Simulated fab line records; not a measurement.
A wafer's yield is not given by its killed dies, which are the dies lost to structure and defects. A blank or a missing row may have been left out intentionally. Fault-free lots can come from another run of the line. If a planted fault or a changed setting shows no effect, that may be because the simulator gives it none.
The tool behind it: which one?	flow n5Finfet	10 lots, 28 wafers sampled, at 6 steps of a route of 1938

WHAT EACH GAUGE READ, for each wafer
N5_MOL_CONTACT_COAG_OVL_MEAS_85. Usual: VG_OVL 0.1 nm, standard deviation 0.73.
lot	measured	on	VG_OVL (nm)	flag
L659	day 5 10:57	overlay-02	0.1 1.0 0.5	
L660	day 6 02:29	overlay-01	-0.2 0.3 0.1	
L661	day 6 06:40	overlay-02	1.0 -0.4 -0.1	
L663	day 6 09:49	overlay-01	3.7 3.9 4.2	OFF
L664	day 6 13:26	overlay-01	0.5 0.3 0.7	
L665	day 6 16:46	overlay-01	-0.1 -0.8 -0.4	
L668	day 7 19:41	overlay-01	6.0 5.1 5.2	OFF
L674	day 9 00:36	overlay-01	-0.2 0.0 -0.4	
L677	day 10 00:23	overlay-02	0.9 1.3	
L679	day 10 10:02	overlay-02	0.4 0.8	

N5_MOL_CONTACT_COAG_INSPECT_57: inspects for defects (brightfield). Usual: rawDefectCount 205, standard deviation 48.
lot	measured	on	rawDefectCount	flag
L659	day 5 11:00	defectInspect-01	173 202 106	
L660	day 6 02:31	defectInspect-02	261 168 193	
L661	day 6 06:43	defectInspect-02	342 241 260	
L663	day 6 09:52	defectInspect-02	237 188 207	
L664	day 6 13:29	defectInspect-01	168 149 157	
L665	day 6 16:49	defectInspect-02	221 202 180	
L668	day 7 19:44	defectInspect-01	123 184 211	
L674	day 9 00:39	defectInspect-02	208 168 133	
L677	day 10 00:26	defectInspect-02	204 177	
L679	day 10 10:05	defectInspect-01	197 161	

N5_BEOL_M4_RC_MEAS_101. Usual: DIBL_N 36.5 mV/V, standard deviation 2.2; DIBL_P 36.9 mV/V, standard deviation 2.9; IOFF_N 0.17 nA/um, standard deviation 0.044; IOFF_P 0.22 nA/um, standard deviation 0.052; ION_N 671 uA/um, standard deviation 16; ION_P 461 uA/um, standard deviation 10; SS_N 71.6 mV/dec, standard deviation 0.73; SS_P 73.5 mV/dec, standard deviation 0.79; VT_N 250 mV, standard deviation 4.1; VT_P -250 mV, standard deviation 4.1.
lot	measured	on	DIBL_N (mV/V)	DIBL_P (mV/V)	IOFF_N (nA/um)	IOFF_P (nA/um)	ION_N (uA/um)	ION_P (uA/um)	SS_N (mV/dec)	SS_P (mV/dec)	VT_N (mV)	VT_P (mV)	flag
L659	day 9 04:32	prober-02	35.9 36.7 35.2	36.2 36.3 36.0	0.15 0.15 0.14	0.21 0.20 0.21	666 656 664	459 453 461	70.7 71.3 71.9	73.0 73.7 73.2	249 250 253	-249 -252 -248	
L660	day 9 11:28	prober-01	34.2 37.0 35.7	34.5 38.1 37.1	0.11 0.16 0.13	0.18 0.22 0.21	655 655 668	451 448 463	71.1 72.2 71.2	72.1 73.3 72.9	258 250 252	-254 -252 -251	
L661	day 9 15:00	prober-01	37.2 35.6 36.1	35.2 36.2 35.9	0.16 0.14 0.15	0.19 0.22 0.22	653 658 670	439 462 457	72.2 71.2 71.4	72.8 72.7 73.2	253 254 253	-253 -250 -251	
L663	day 9 15:44	prober-02	36.2 35.3 36.0	37.7 36.1 37.1	0.19 0.17 0.16	0.27 0.24 0.24	680 671 668	476 462 467	71.6 70.7 71.7	73.3 73.0 74.0	245 249 251	-245 -247 -249	
L664	day 9 21:05	prober-01	37.5 34.3 36.0	38.7 35.8 36.9	0.20 0.14 0.16	0.24 0.20 0.20	692 654 671	466 450 457	72.0 71.6 72.1	74.6 73.7 73.9	246 253 251	-251 -252 -249	
L665	day 10 03:28	prober-01	37.2 33.1 36.8	36.5 31.3 36.6	0.16 0.11 0.16	0.25 0.18 0.24	671 648 660	462 447 462	71.9 71.2 71.2	73.6 73.2 73.8	252 255 250	-246 -248 -247	
L668	day 11 12:47	prober-02	36.4 36.7 37.2	37.6 38.7 40.4	0.18 0.16 0.22	0.21 0.23 0.25	671 677 709	452 466 475	71.5 71.2 71.3	73.4 74.4 73.4	247 246 243	-252 -249 -247	
L674	day 12 22:58	prober-02	38.1 38.3 37.2	37.6 38.7 37.2	0.21 0.21 0.20	0.26 0.26 0.24	680 685 688	465 468 465	71.9 72.3 71.7	73.6 74.0 73.9	245 244 246	-246 -249 -249	
L677	day 13 09:28	prober-02	34.6 36.5	34.3 37.3	0.13 0.18	0.16 0.20	652 669	445 453	71.5 71.7	72.7 73.7	253 245	-253 -250	
L679	day 14 06:13	prober-02	38.1 36.0	37.4 34.1	0.16 0.12	0.24 0.16	648 654	447 448	71.6 71.5	74.0 72.8	252 256	-250 -254	

WHAT TOOL EACH LOT RAN ON (gives the tool, then ch and the chambers of the sampled wafers, and finally the start)
lot	N5_MOL_CONTACT_COAG_PRE_CLEAN_142	N5_MOL_CONTACT_COAG_EXPOSE_81	N5_MOL_CONTACT_COAG_ETCHBACK_135
L659	pvdSputter-02, day 5 07:06	euvScanner-01 ch 0, day 5 10:47	rieDiel-05 ch 0,2,3, day 5 12:11
L660	pvdSputter-01, day 5 22:10	euvScanner-01 ch 0, day 6 02:19	rieDiel-05 ch 0,2,3, day 6 03:01
L661	pvdSputter-01, day 6 02:36	euvScanner-01 ch 0, day 6 06:29	rieDiel-05 ch 1,2,3, day 6 07:31
L663	pvdSputter-02, day 6 05:32	euvScanner-01 ch 0, day 6 09:38	rieDiel-06 ch 0,1,2, day 6 10:20
L664	pvdSputter-03, day 6 08:59	euvScanner-02 ch 0, day 6 13:16	rieDiel-06 ch 0,2,3, day 6 13:58
L665	pvdSputter-01, day 6 12:51	euvScanner-02 ch 0, day 6 16:36	rieDiel-05 ch 0,1,3, day 6 17:17
L668	pvdSputter-02, day 7 15:35	euvScanner-01 ch 0, day 7 19:31	rieDiel-05 ch 1,3, day 7 20:21
L674	pvdSputter-03, day 8 19:56	euvScanner-02 ch 0, day 9 00:25	rieDiel-02 ch 0,1, day 9 01:11
L677	pvdSputter-03, day 9 20:02	euvScanner-02 ch 0, day 10 00:14	rieDiel-02 ch 1,2, day 10 00:55
L679	pvdSputter-01, day 10 06:10	euvScanner-02 ch 0, day 10 09:51	rieDiel-06 ch 2,3, day 10 10:42
- N5_MOL_CONTACT_COAG_PRE_CLEAN_142: time 60 s.
- N5_MOL_CONTACT_COAG_EXPOSE_81: exposes mask VG, defocus 0 nm.
- N5_MOL_CONTACT_COAG_ETCHBACK_135: etches SiO2 in CHF3, target depth 25 nm, time 16.7 s.

WHAT THE TOOLS THEMSELVES READ (means of the sampled wafers that have a number; where no wafer has one, the mark that the record gives instead)
N5_MOL_CONTACT_COAG_PRE_CLEAN_142. Usual: heaterPowerW 463 W, standard deviation 47; susceptorTempC 299.98 C, standard deviation 0.2.
lot	tool	heaterPowerW (W)	susceptorTempC (C)	flag
L659	pvdSputter-02	429	300.09	
L660	pvdSputter-01	511	299.96	
L661	pvdSputter-01	516	299.92	
L663	pvdSputter-02	424	299.86	
L664	pvdSputter-03	465	299.89	
L665	pvdSputter-01	533	300.13	
L668	pvdSputter-02	443	300.00	
L674	pvdSputter-03	451	300.09	
L677	pvdSputter-03	461	299.93	
L679	pvdSputter-01	510	300.26	

N5_MOL_CONTACT_COAG_ETCHBACK_135. Usual: drypumpMotorCurrentA 5.6 A, standard deviation 0.53; oesProductAu 0.78 a.u., standard deviation 0.084; rfVppV 518 V, standard deviation 13; showerheadPlenumPTorr 2.40 Torr, standard deviation 0.053; throttleValvePct 18.70 %, standard deviation 0.29.
lot	tool	drypumpMotorCurrentA (A)	oesProductAu (a.u.)	rfVppV (V)	showerheadPlenumPTorr (Torr)	throttleValvePct (%)	flag
L659	rieDiel-05	5.9	0.80	509	2.37	18.61	
L660	rieDiel-05	5.9	0.79	510	2.36	18.62	
L661	rieDiel-05	5.5	0.76	513	2.40	18.62	
L663	rieDiel-06	5.7	0.76	520	2.44	18.66	
L664	rieDiel-06	5.2	0.78	522	2.41	18.65	
L665	rieDiel-05	5.6	0.74	516	2.38	18.66	
L668	rieDiel-05	5.4	0.69	524	2.42	18.70	
L674	rieDiel-02	5.9	0.73	527	2.40	19.02	
L677	rieDiel-02	5.4	0.72	520	2.42	18.92	
L679	rieDiel-06	5.1	0.90	532	2.37	18.39	

THE ANSWER, worked out from the rows above alone
Rule: a lot counts as off when the mean over its wafers that have a number is more than 3 standard deviations away from the usual mean. A lot without any number at a reading at which 4 lots or more have one is off too. Any other lot the step has rows for is counted as sound. After the gauges, taken in route order, come the tools' own readings; for these a lot's mean is taken, as printed above. At the first step where some lot is off, the reading lying furthest off is the one used; lots without a number count as furthest.
Off: at N5_MOL_CONTACT_COAG_OVL_MEAS_85 (VG_OVL), L663, L668.
A tool fits if, at a process step before that reading, it ran every lot that is off, and no sound lot after the first of them. The gauges at N5_MOL_CONTACT_COAG_OVL_MEAS_85 are tried like those tools. 2 tools fit, pvdSputter-02 at N5_MOL_CONTACT_COAG_PRE_CLEAN_142 and euvScanner-01 at N5_MOL_CONTACT_COAG_EXPOSE_81, so this cannot tell which one it is.

WHAT HAD BEEN PUT IN BY THE SIMULATOR
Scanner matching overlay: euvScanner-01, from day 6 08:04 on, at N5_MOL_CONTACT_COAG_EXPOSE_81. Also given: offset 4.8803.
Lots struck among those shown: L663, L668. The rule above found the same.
